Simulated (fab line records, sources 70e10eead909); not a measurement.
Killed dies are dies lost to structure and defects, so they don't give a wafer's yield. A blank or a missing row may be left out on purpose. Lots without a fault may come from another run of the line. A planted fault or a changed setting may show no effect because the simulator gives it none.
A struck lot beside a sound one | flow nand_harc | 18 steps out of a route of 1159
Sound: wafers L267.3, L267.4, L267.5. Struck: wafers L258.2, L258.5, L258.6. The cause comes at the end.
At each step with rows: each side's tool, then ch and its chambers, then its first start. Under that, the readings that differ: sound wafers | struck wafers | difference of the means | sigmas: that difference in standard deviations of wafers without a fault.
alike: readings whose means differ by less than 2 such deviations, and words and numbers that are the same on both sides. not compared: withheld readings, readings that some wafer has no value for, bounds like >300 that may hide the same value, and numbers for which the record gives no deviation and whose values overlap.
The two part at a step that has a row with sigmas, a row that says differs or no value, or rows on one side only. Numbers that don't overlap but have no deviation are shown without sigmas and don't part them. A reading that every wafer of one side lacks parts them only if that side has two wafers or more.

NHARC_A_ONON_D1_THK_MEAS_34: measures by ellipsometry.
  sound on film_metro-01, day 12 12:48; struck on film_metro-01, day 10 11:58
  alike: thk_nm
NHARC_A_ONON_D1_INSPECT_32:
  sound on defect_inspect-01, day 12 12:52; struck on defect_inspect-02, day 10 12:01
  alike: raw_defect_count
NHARC_A_CHANNEL_HOLE_D1_DEP_00: deposits aC, target thk 3100 nm.
  sound on acl_dep-03 ch 0, day 12 14:18; struck on acl_dep-01 ch 0, day 10 18:28
  alike: throttle_valve_pct
NHARC_A_CHANNEL_HOLE_D1_DEP_01: deposits SiON, target thk 140 nm.
  sound on pecvd-03 ch 1,2, day 12 15:38; struck on pecvd-04 ch 0,2, day 10 20:04
  alike: heater_power_w
then, 7 steps without rows for these wafers: NHARC_A_CHANNEL_HOLE_D1_DEHYDRATE_02 (time 120 s); NHARC_A_CHANNEL_HOLE_D1_HMDS_03 (time 30 s); NHARC_A_CHANNEL_HOLE_D1_COAT_36 (time 75 s); NHARC_A_CHANNEL_HOLE_D1_COAT_37 (time 65 s); NHARC_A_CHANNEL_HOLE_D1_COAT_04 (resist thk 90 nm); NHARC_A_CHANNEL_HOLE_D1_SOFTBAKE_05 (time 55 s); NHARC_A_CHANNEL_HOLE_D1_EBR_06.
NHARC_A_CHANNEL_HOLE_D1_EXPOSE_07: exposes mask HOLE D1, target cd 100 nm.
  sound on arfi_scanner-01 ch 0, day 12 16:10; struck on arfi_scanner-02 ch 0, day 10 20:40
  reading                                   | sound                | struck            | difference | sigmas
  model.A_CHANNEL_HOLE_D1.overlay_x_nm (nm) | 0.4099 0.4099 0.4099 | 6.259 6.259 6.259 | +5.849     |
  alike: mask, exposure_dose_mJ_cm2
then, 2 steps without rows for these wafers: NHARC_A_CHANNEL_HOLE_D1_PEB_08 (peb time 65 s); NHARC_A_CHANNEL_HOLE_D1_DEVELOP_09 (develop time 35 s).
NHARC_A_CHANNEL_HOLE_D1_CD_MEAS_10: target cd 100 nm.
  sound on cd_sem-03 ch 0, day 12 16:19; struck on cd_sem-02 ch 0, day 10 20:47
  alike: cd_nm
NHARC_A_CHANNEL_HOLE_D1_OVL_MEAS_11:
  sound on overlay-02, day 12 16:23; struck on overlay-02, day 10 20:53
  reading           | sound       | struck      | difference | sigmas
  overlay_x_nm (nm) | 0.0 0.7 0.7 | 5.9 5.7 6.4 | +5.5       | +8
  alike: overlay_y_nm
NHARC_A_CHANNEL_HOLE_D1_INSPECT_12:
  sound on defect_inspect-01, day 12 16:26; struck on defect_inspect-02, day 10 20:55
  alike: raw_defect_count
-- the record jumps here: 11 days lie between the struck wafers' starts before and after (it left off in module A_CHANNEL_HOLE_D1 and takes up again in module END, whose first step shown is number 1159 of the route) --
NHARC_END_SORT_01:
  sound on prober-01 ch 0, day 23 21:51; struck on prober-02 ch 0, day 21 18:25
  alike: killed_at_array, killed_at_other, killed_at_periphery, killed_dies, killed_open, killed_short

WHERE THEY PART
Only at NHARC_A_CHANNEL_HOLE_D1_OVL_MEAS_11, within this record. Later steps at which nothing parts them and some readings are alike: NHARC_A_CHANNEL_HOLE_D1_INSPECT_12, NHARC_END_SORT_01.

WHY: what the simulator had put in
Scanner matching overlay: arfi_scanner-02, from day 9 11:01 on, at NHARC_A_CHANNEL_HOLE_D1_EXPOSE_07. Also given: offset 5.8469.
